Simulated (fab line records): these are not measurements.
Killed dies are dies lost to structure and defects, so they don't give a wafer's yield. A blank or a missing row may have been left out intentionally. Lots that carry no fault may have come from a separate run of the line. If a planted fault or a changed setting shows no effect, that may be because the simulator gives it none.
Lot-split experiment    flow n5-finfet    7 lots, 21 wafers read, on a route of 1938 steps

== THE SPLIT ITSELF ==
At N5_PASSIVATION_EXPOSE_07 (exposes mask TV, defocus 0 nm, target cd 3000 nm), the setting dose-mj was moved away from the recipe's 22.75 on 7 of the 21 wafers read, by -6.0% to +6.7%. For the rest of the wafers, this setting stayed at what the recipe calls for.

== FROM THE SPLIT TO THE READING: what the file shows between them, 3 steps ==
- N5_PASSIVATION_PEB_08
- N5_PASSIVATION_DEVELOP_09: develop time 60 s
- N5_PASSIVATION_HARDBAKE_11: time 120 s

== THE READING ==
cd-nm at N5_PASSIVATION_CD_MEAS_10, given in nm (cd target 3000 nm). Typical for fault-free wafers on this fab line: 3001.2 nm, with standard deviation 2.6 nm.

wafer   tool, chamber at the split  dose-mj as run  against the recipe  cd-nm, nm  against lot-mates on the recipe
L083.1  krf-scanner-02, 0           22.75           recipe              3001.8     -
L083.3  krf-scanner-02, 0           22.75           recipe              3000.1     -
L083.5  krf-scanner-02, 0           22.75           recipe              2999.2     -
L080.2  krf-scanner-02, 0           22.75           recipe              3001.4     -
L080.4  krf-scanner-02, 0           22.75           recipe              3004.8     -
L080.5  krf-scanner-02, 0           22.28           -2.1%               3001.5     -1.6
L079.1  krf-scanner-01, 0           22.75           recipe              3003.6     -
L079.3  krf-scanner-01, 0           22.75           recipe              2998.0     -
L079.4  krf-scanner-01, 0           24.27           +6.7%               3009.0     +8.2
L082.1  krf-scanner-02, 0           21.99           -3.3%               2994.7     -5.9
L082.5  krf-scanner-02, 0           21.99           -3.3%               2993.4     -7.2
L082.6  krf-scanner-02, 0           22.75           recipe              3000.6     -
L094.3  krf-scanner-01, 0           21.38           -6.0%               2986.1     -12.6
L094.4  krf-scanner-01, 0           22.75           recipe              2997.0     -
L094.6  krf-scanner-01, 0           22.75           recipe              3000.3     -
L092.2  krf-scanner-02, 0           24.21           +6.4%               3008.4     +7.8
L092.4  krf-scanner-02, 0           24.21           +6.4%               3011.7     +11.1
L092.5  krf-scanner-02, 0           22.75           recipe              3000.6     -
L096.1  krf-scanner-02, 0           22.75           recipe              3002.4     -
L096.4  krf-scanner-02, 0           22.75           recipe              3003.3     -
L096.6  krf-scanner-02, 0           22.75           recipe              2997.2     -

FIT RESULTS
A straight line over all 21 wafers: cd-nm changes by +1.62 nm for each +1% of dose-mj; r = +0.89; the points scatter about the line by 2.6 nm.
The same after taking each lot's own level away (the mean of its wafers on the recipe; 21 wafers): +1.58 nm for each +1%; r = +0.93; scatter 2 nm.
Per that fit: largest dose-mj move, reading shift of 11 nm.
The span of the lots' own levels, 2998.65 to 3003.10 nm, comes to 1.7 times the standard deviation stated above.
The two slopes are in agreement: the lot-to-lot level therefore moves the slope only a little.
Check: for one of the wafers moved furthest among these (+6.7%), held out of the fit, the line's prediction against its lot-mates is +10.9 nm. It came out at +8.2 nm against them.

== THESE WAFERS: OTHER SPLITS ==
Note: prior to the reading, these wafers also went through further splits. Each is held against what the fit with the lots' levels taken away leaves over:
other split on the same wafers  wafers away from the commonest value  r with cd-nm (lot level and that fit taken away)
N5_BEOL_M15_ETCH_61 time-s      7                                     +0.19

== FILE'S OWN FIT ==
cd-nm changes by +1.57 nm for each +1% of dose-mj, r = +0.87.
